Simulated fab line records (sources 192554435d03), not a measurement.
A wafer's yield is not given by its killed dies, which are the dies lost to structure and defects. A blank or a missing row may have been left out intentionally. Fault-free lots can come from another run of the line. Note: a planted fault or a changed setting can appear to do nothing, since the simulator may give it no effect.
fab line records + flow n5-finfet
record:
- lots: 12
- wafers: 36
- last-day: 19
route steps=1938 shown BEOL_M4@1084 BEOL_M15@1818 PASS1_CAP@1874 PASSIVATION@1936
lots with no fault: from the same line, run without faults
start-h: hours from the record's first day to the start of the lot's first wafer shown + wait-h: hours elapsed since this lot's preceding step + " same as the row above + L1.1+2: a single row standing in for several wafers + - no value present, or no start provided + * or withheld: withheld + < > ~ a bound
route shown NAME@n: NAME is a module with steps in the file, n the number in the route of the first one + usual: mean/standard deviation of fault-free wafers + same: alike in all rows + chamber/n: place in a boat + sites: per-site readings + _std_site: the standard deviation of these + _edge_site: mean of outer sites minus mean of inner sites + radius-mm: for every site, how far away it sits from the centre of the wafer + mask NAME#n: copy n + behind: the tool/chamber that last shaped the wafer + hold: what put the lot on hold/how long, in hours/how the hold closed + device: the transistor (n, p or np) that didn't switch + end of line: tests of these same wafers at the route's end + step lacking rows: just its recipe + killed: not the wafer's yield, but the dies lost to structure and defects at the first sort + map: the dies of a wafer, with x for killed, . for not killed, _ for no die there
set.NAME: the run value of the setting; set.NAME@STEP: its run value at that earlier step + model.NAME: the simulator's own value behind a step, which no gauge read
the route's steps for a sample of lots (tables are steps, rows are wafers)
services: from which hour (start-h, from the record's first day; less than 0 if before it) a tool's chamber was out of use, for how many hours, and why
== steps ==
step: N5_BEOL_M4_SPUTTER_48
recipe:
- material: Cu
- target-thk-a: 45
- temp-c: -20
- chamber-pressure-pa: 0.07
- power-w: withheld
- time-s: 8.29
usual:
- throttle-valve-pct: 30.2/0.71
| lot.wafer | tool           | chamber | start-h | wait-h | throttle-valve-pct |
|-----------|----------------|---------|---------|--------|--------------------|
| L895.1    | pvd-sputter-03 | -       | 189.94  | 0.1    | 29.4               |
| L895.4    | "              | -       | "       | "      | 31.0               |
| L895.6    | "              | -       | "       | "      | 31.1               |
| L896.1    | pvd-sputter-03 | -       | 194.58  | 0.1    | 30.2               |
| L896.2    | "              | -       | "       | "      | 29.6               |
| L896.6    | "              | -       | "       | "      | 29.5               |
| L899.2    | pvd-sputter-03 | -       | 236.60  | 0.1    | 29.5               |
| L899.3    | "              | -       | "       | "      | 29.9               |
| L899.6    | "              | -       | "       | "      | 30.2               |
| L898.4    | pvd-sputter-02 | -       | 241.12  | 1.7    | 31.0               |
| L898.5    | "              | -       | "       | "      | 29.1               |
| L898.6    | "              | -       | "       | "      | 30.6               |
| L900.1    | pvd-sputter-03 | -       | 259.71  | 0.2    | 31.0               |
| L900.4    | "              | -       | "       | "      | 29.9               |
| L900.6    | "              | -       | "       | "      | 30.1               |
| L902.1    | pvd-sputter-03 | -       | 266.49  | 0.1    | 31.0               |
| L902.2    | "              | -       | "       | "      | 29.9               |
| L902.6    | "              | -       | "       | "      | 29.6               |
| L903.1    | pvd-sputter-03 | -       | 273.45  | 0.1    | 30.3               |
| L903.3    | "              | -       | "       | "      | 29.4               |
| L903.4    | "              | -       | "       | "      | 29.8               |
| L904.2    | pvd-sputter-01 | -       | 279.05  | 0.1    | 31.0               |
| L904.3    | "              | -       | "       | "      | 29.5               |
| L904.6    | "              | -       | "       | "      | 29.3               |
| L897.3    | pvd-sputter-02 | -       | 303.94  | 0.1    | 30.6               |
| L897.4    | "              | -       | "       | "      | 30.1               |
| L897.6    | "              | -       | "       | "      | 31.0               |
| L910.2    | pvd-sputter-02 | -       | 306.94  | 0.2    | 30.5               |
| L910.3    | "              | -       | "       | "      | 31.3               |
| L910.5    | "              | -       | "       | "      | 30.6               |
| L911.2    | pvd-sputter-01 | -       | 312.94  | 1.5    | 29.2               |
| L911.4    | "              | -       | "       | "      | 29.1               |
| L911.6    | "              | -       | "       | "      | 29.5               |
| L916.2    | pvd-sputter-03 | -       | 339.66  | 0.2    | 29.6               |
| L916.5    | "              | -       | "       | "      | 29.8               |
| L916.6    | "              | -       | "       | "      | 29.4               |
step: N5_BEOL_M15_PRE_CLEAN_42
recipe:
- gas: H2/He
- time-s: 30
- temp-c: 300
usual:
- heater-power-w: 453/34
| lot.wafer | tool           | chamber | start-h | wait-h | heater-power-w |
|-----------|----------------|---------|---------|--------|----------------|
| L895.1    | pvd-sputter-01 | -       | 276.35  | 0.0    | 459            |
| L895.4    | "              | -       | "       | "      | 417            |
| L895.6    | "              | -       | "       | "      | 497            |
| L896.1    | pvd-sputter-02 | -       | 276.81  | 0.0    | 444            |
| L896.2    | "              | -       | "       | "      | 399            |
| L896.6    | "              | -       | "       | "      | 453            |
| L899.2    | pvd-sputter-01 | -       | 326.27  | 0.0    | 497            |
| L899.3    | "              | -       | "       | "      | 457            |
| L899.6    | "              | -       | "       | "      | 511            |
| L898.4    | pvd-sputter-02 | -       | 330.70  | 0.0    | 459            |
| L898.5    | "              | -       | "       | "      | 466            |
| L898.6    | "              | -       | "       | "      | 444            |
| L900.1    | pvd-sputter-02 | -       | 357.37  | 0.0    | 458            |
| L900.4    | "              | -       | "       | "      | 450            |
| L900.6    | "              | -       | "       | "      | 447            |
| L902.1    | pvd-sputter-01 | -       | 366.79  | 0.0    | 414            |
| L902.2    | "              | -       | "       | "      | 495            |
| L902.6    | "              | -       | "       | "      | 502            |
| L903.1    | pvd-sputter-02 | -       | 378.38  | 0.0    | 408            |
| L903.3    | "              | -       | "       | "      | 435            |
| L903.4    | "              | -       | "       | "      | 449            |
| L904.2    | pvd-sputter-01 | -       | 380.80  | 0.0    | 506            |
| L904.3    | "              | -       | "       | "      | 453            |
| L904.6    | "              | -       | "       | "      | 424            |
| L910.2    | pvd-sputter-01 | -       | 399.51  | 0.0    | 489            |
| L910.3    | "              | -       | "       | "      | 503            |
| L910.5    | "              | -       | "       | "      | 420            |
| L897.3    | pvd-sputter-01 | -       | 400.43  | 0.0    | 497            |
| L897.4    | "              | -       | "       | "      | 454            |
| L897.6    | "              | -       | "       | "      | 415            |
| L911.2    | pvd-sputter-01 | -       | 408.08  | 0.0    | 458            |
| L911.4    | "              | -       | "       | "      | 494            |
| L911.6    | "              | -       | "       | "      | 499            |
| L916.2    | pvd-sputter-02 | -       | 439.58  | 0.0    | 460            |
| L916.5    | "              | -       | "       | "      | 449            |
| L916.6    | "              | -       | "       | "      | 432            |
step: N5_BEOL_M15_ANNEAL_48
recipe:
- temp-c: 225
- time-s: 90
- ambient: N2
usual:
- wafer_temp_C_max: 226.03/0.26
| lot.wafer | tool          | chamber | start-h | wait-h | wafer_temp_C_max |
|-----------|---------------|---------|---------|--------|------------------|
| L895.1    | rtp-anneal-02 | 0       | 277.02  | 0.3    | 226.17           |
| L895.4    | "             | 0       | "       | "      | 225.96           |
| L895.6    | "             | 0       | "       | "      | 226.05           |
| L896.1    | rtp-anneal-02 | 0       | 277.37  | 0.2    | 226.03           |
| L896.2    | "             | 0       | "       | "      | 225.73           |
| L896.6    | "             | 0       | "       | "      | 225.45           |
| L899.2    | rtp-anneal-02 | 0       | 326.89  | 0.2    | 226.31           |
| L899.3    | "             | 0       | "       | "      | 226.13           |
| L899.6    | "             | 0       | "       | "      | 225.54           |
| L898.4    | rtp-anneal-01 | 0       | 331.44  | 0.3    | 226.20           |
| L898.5    | "             | 0       | "       | "      | 226.29           |
| L898.6    | "             | 0       | "       | "      | 226.37           |
| L900.1    | rtp-anneal-02 | 0       | 357.94  | 0.2    | 225.80           |
| L900.4    | "             | 0       | "       | "      | 225.87           |
| L900.6    | "             | 0       | "       | "      | 225.96           |
| L902.1    | rtp-anneal-02 | 0       | 368.12  | 0.9    | 225.95           |
| L902.2    | "             | 0       | "       | "      | 225.72           |
| L902.6    | "             | 0       | "       | "      | 226.18           |
| L903.1    | rtp-anneal-02 | 0       | 378.94  | 0.2    | 226.25           |
| L903.3    | "             | 0       | "       | "      | 226.52           |
| L903.4    | "             | 0       | "       | "      | 226.28           |
| L904.2    | rtp-anneal-02 | 0       | 381.82  | 0.6    | 225.97           |
| L904.3    | "             | 0       | "       | "      | 225.78           |
| L904.6    | "             | 0       | "       | "      | 225.82           |
| L910.2    | rtp-anneal-01 | 0       | 400.14  | 0.2    | 226.51           |
| L910.3    | "             | 0       | "       | "      | 226.27           |
| L910.5    | "             | 0       | "       | "      | 226.12           |
| L897.3    | rtp-anneal-01 | 0       | 401.23  | 0.3    | 225.88           |
| L897.4    | "             | 0       | "       | "      | 226.20           |
| L897.6    | "             | 0       | "       | "      | 226.49           |
| L911.2    | rtp-anneal-01 | 0       | 408.91  | 0.4    | 226.20           |
| L911.4    | "             | 0       | "       | "      | 226.28           |
| L911.6    | "             | 0       | "       | "      | 226.49           |
| L916.2    | rtp-anneal-01 | 0       | 440.71  | 0.7    | 226.11           |
| L916.5    | "             | 0       | "       | "      | 225.65           |
| L916.6    | "             | 0       | "       | "      | 225.98           |
step: N5_PASSIVATION_PECVD_01
recipe:
- material: SiNx
- target-thk-a: 2000
- temp-c: 400
- precursor: SiH4/NH3/N2
- pressure-torr: 4.9
- rf-w: 1406
- time-s: 43.2
usual:
- heater-power-w: 404/69
- showerhead-plenum-p-Torr: 8.68/0.09
- throttle-valve-pct: 29.2/1.3
| lot.wafer | tool     | chamber | start-h | wait-h | heater-power-w | showerhead-plenum-p-Torr | throttle-valve-pct |
|-----------|----------|---------|---------|--------|----------------|--------------------------|--------------------|
| L895.1    | pecvd-03 | 1       | 283.93  | 0.0    | 444            | 8.69                     | 29.3               |
| L895.4    | "        | 1       | "       | "      | 437            | 8.67                     | 29.6               |
| L895.6    | "        | 0       | "       | "      | 379            | 8.62                     | 29.4               |
| L896.1    | pecvd-03 | 1       | 284.35  | 0.0    | 463            | 8.69                     | 29.5               |
| L896.2    | "        | 2       | "       | "      | 340            | 8.69                     | 27.3               |
| L896.6    | "        | 0       | "       | "      | 321            | 8.65                     | 29.9               |
| L899.2    | pecvd-02 | 2       | 334.41  | 0.0    | 406            | 8.78                     | 28.4               |
| L899.3    | "        | 0       | "       | "      | 353            | 8.52                     | 28.9               |
| L899.6    | "        | 1       | "       | "      | 418            | 8.80                     | 31.5               |
| L898.4    | pecvd-02 | 0       | 338.54  | 0.0    | 411            | 8.50                     | 29.1               |
| L898.5    | "        | 1       | "       | "      | 441            | 8.79                     | 31.6               |
| L898.6    | "        | 2       | "       | "      | 367            | 8.76                     | 28.7               |
| L900.1    | pecvd-02 | 1       | 364.26  | 0.0    | 356            | 8.80                     | 31.9               |
| L900.4    | "        | 0       | "       | "      | 426            | 8.51                     | 29.3               |
| L900.6    | "        | 1       | "       | "      | 375            | 8.81                     | 31.9               |
| L902.1    | pecvd-03 | 2       | 373.84  | 0.0    | 344            | 8.72                     | 27.1               |
| L902.2    | "        | 0       | "       | "      | 376            | 8.62                     | 29.9               |
| L902.6    | "        | 0       | "       | "      | 396            | 8.61                     | 30.0               |
| L903.1    | pecvd-04 | 1       | 386.63  | 0.0    | 508            | 8.77                     | 32.7               |
| L903.3    | "        | 0       | "       | "      | 566            | 8.61                     | 29.3               |
| L903.4    | "        | 1       | "       | "      | 530            | 8.76                     | 32.6               |
| L904.2    | pecvd-02 | 2       | 388.63  | 0.0    | 446            | 8.80                     | 28.9               |
| L904.3    | "        | 2       | "       | "      | 458            | 8.78                     | 29.1               |
| L904.6    | "        | 2       | "       | "      | 463            | 8.79                     | 28.9               |
| L910.2    | pecvd-03 | 0       | 407.09  | 0.0    | 439            | 8.63                     | 29.7               |
| L910.3    | "        | 2       | "       | "      | 285            | 8.71                     | 27.4               |
| L910.5    | "        | 2       | "       | "      | 296            | 8.74                     | 27.6               |
| L897.3    | pecvd-02 | 0       | 407.80  | 0.0    | 375            | 8.51                     | 28.9               |
| L897.4    | "        | 2       | "       | "      | 406            | 8.75                     | 29.0               |
| L897.6    | "        | 0       | "       | "      | 378            | 8.53                     | 29.1               |
| L911.2    | pecvd-03 | 0       | 414.57  | 0.0    | 439            | 8.63                     | 30.0               |
| L911.4    | "        | 2       | "       | "      | 389            | 8.70                     | 27.6               |
| L911.6    | "        | 1       | "       | "      | 458            | 8.71                     | 29.4               |
| L916.2    | pecvd-04 | 0       | 449.52  | 0.0    | 473            | 8.59                     | 29.4               |
| L916.5    | "        | 0       | "       | "      | 479            | 8.59                     | 29.4               |
| L916.6    | "        | 1       | "       | "      | 665            | 8.77                     | 32.9               |
step: N5_PASSIVATION_PROBE_49
usual:
- defect-limited-yield: 90.9/1.4
- killed_at_M0_to_M3: 38/11
- killed_at_M4_up: 13/5.9
- killed-at-contacts: 14/6.4
- killed-at-front-end: 38/11
- killed-at-other: 3.3/2.5
- killed-dies: 107/16
- killed-on-rim: 14/3.6
- killed-open: 70/12
- killed-short: 35/7.7
- sort_bin_5_function: 5.3/0.94
- sort_bin_6_memory: 3.5/0.7
- sort_bin_8_speed: 0.00/0.007
- sort-n-pass: 1073/16
- sort-yield-pct: 90.9/1.4
same:
- gross-dies: 1180
- killed-at-back-side: 0
- sort_bin_4_leakage[%]: 0
| lot.wafer | tool      | chamber | start-h | wait-h | defect-limited-yield[%] | killed_at_M0_to_M3 | killed_at_M4_up | killed-at-contacts | killed-at-front-end | killed-at-other | killed-dies | killed-on-rim | killed-open | killed-short | sort_bin_5_function[%] | sort_bin_6_memory[%] | sort_bin_8_speed[%] | sort-n-pass | sort-yield-pct[%] |
|-----------|-----------|---------|---------|--------|-------------------------|--------------------|-----------------|--------------------|---------------------|-----------------|-------------|---------------|-------------|--------------|------------------------|----------------------|---------------------|-------------|-------------------|
| L911.2    | prober-02 | -       | 424.46  | 0.1    | 84.0                    | 47                 | 96              | 20                 | 23                  | 3               | 189         | 33            | 69          | 30           | 9.9                    | 3.5                  | 0                   | 991         | 84.0              |
| L911.4    | prober-02 | -       | 424.56  | 0.2    | 90.3                    | 47                 | 11              | 15                 | 41                  | 0               | 114         | 17            | 82          | 31           | 5.7                    | 3.5                  | 0                   | 1066        | 90.3              |
| L911.6    | prober-02 | -       | 424.66  | 0.3    | 85.3                    | 34                 | 101             | 13                 | 22                  | 4               | 174         | 24            | 62          | 28           | 8.9                    | 3.4                  | 0                   | 1006        | 85.3              |
killed by level:class
L911.2 BEOL_M4:unspecified=84 BEOL_M3:geometric-particle:open=17 MOL_CONTACT_COAG:geometric-particle:open=13 BEOL_M0_SAQP:geometric-particle:open=8 MOL_CONTACT_COAG:geometric-particle:short=7 BEOL_M0_SAQP:geometric-particle:short=7 BEOL_M1:geometric-particle:open=6 STI_FIN_REVEAL:geometric-particle:open=4
L911.4 STI_FIN_REVEAL:geometric-particle:open=17 MOL_CONTACT_COAG:geometric-particle:open=11 BEOL_M1:geometric-particle:open=10 BEOL_M2:geometric-particle:open=9 BEOL_M3:geometric-particle:open=9 GATE_CUT:geometric-particle:short=7 BEOL_M0_SAQP:geometric-particle:open=6 STI_FIN_REVEAL:geometric-particle:short=5
L911.6 BEOL_M4:unspecified=82 MOL_CONTACT_COAG:geometric-particle:open=11 BEOL_M3:geometric-particle:open=10 FIN_SAQP:geometric-particle:short=5 STI_FIN_REVEAL:geometric-particle:open=5 BEOL_M0_SAQP:geometric-particle:short=5 DUMMY_GATE:geometric-particle:open=4 BEOL_M0:geometric-particle:open=4
== services ==
| tool           | chamber | start-h | hours | kind                          |
|----------------|---------|---------|-------|-------------------------------|
| pecvd-02       | -       | 171.92  | 1.4   | repair                        |
| pecvd-02       | -       | 175.34  | 2.1   | repair                        |
| pecvd-03       | 2       | 202.38  | -     | clean                         |
| pecvd-03       | 2       | 202.38  | -     | consumable-replace:showerhead |
| pecvd-03       | 2       | 202.38  | 29.0  | scheduled-down                |
| pecvd-03       | 2       | 202.38  | 29.0  | vent-cycle                    |
| pvd-sputter-03 | -       | 205.12  | 1.6   | repair                        |
| pecvd-02       | 2       | 212.74  | 2.1   | scheduled-down                |
| pecvd-02       | 1       | 227.29  | 5.5   | scheduled-down                |
| pvd-sputter-01 | -       | 237.91  | 1.1   | repair                        |
| pecvd-02       | 0       | 279.38  | 2.1   | scheduled-down                |
| pecvd-03       | -       | 286.12  | 14.6  | pm                            |
| pecvd-04       | 2       | 287.69  | 4.1   | repair                        |
| pecvd-04       | -       | 289.55  | 6.0   | pm                            |
| pecvd-02       | -       | 298.59  | 3.4   | repair                        |
| pecvd-02       | -       | 326.95  | 0.6   | repair                        |
| pecvd-04       | 2       | 331.11  | 30.4  | repair                        |
| rtp-anneal-01  | -       | 333.08  | 4.2   | pm                            |
| pecvd-02       | -       | 335.57  | 2.8   | pm                            |
| pecvd-02       | 1       | 383.62  | -     | clean                         |
| pecvd-02       | 1       | 383.62  | -     | consumable-replace:showerhead |
| pecvd-02       | 1       | 383.62  | 29.0  | scheduled-down                |
| pecvd-02       | -       | 415.73  | 1.4   | repair                        |
| pvd-sputter-01 | -       | 430.44  | 0.9   | repair                        |
== key ==
first-sign:
- step: N5_PASSIVATION_PROBE_49
- reading: killed_at_M4_up
- direction: up
- sigmas: 15
- usual: 13
- struck: 98
effect:
- step: N5_PASSIVATION_PROBE_49
- reading: killed-dies
- direction: up
- sigmas: 4.5
- usual: 107
- struck: 182
more-kills-born-at:
- N5_BEOL_M4_SPUTTER_48@pvd-sputter-01: 166
met-at N5_BEOL_M4_SPUTTER_48
struck-lots L911
struck-wafers L911.2,L911.6
not-acting-at N5_BEOL_M15_PRE_CLEAN_42,N5_BEOL_M15_ANNEAL_48,N5_PASSIVATION_PECVD_01
onset-between 279.05 312.94
fault:
- kind: chamber-particle-source
- tool: pvd-sputter-01
- chamber: -
- onset-h: 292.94
- steps: N5_BEOL_M4_SPUTTER_48
- rate-per-visit-cm2: 0.9622
- end-h: 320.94
- scope: struck-wafers-only
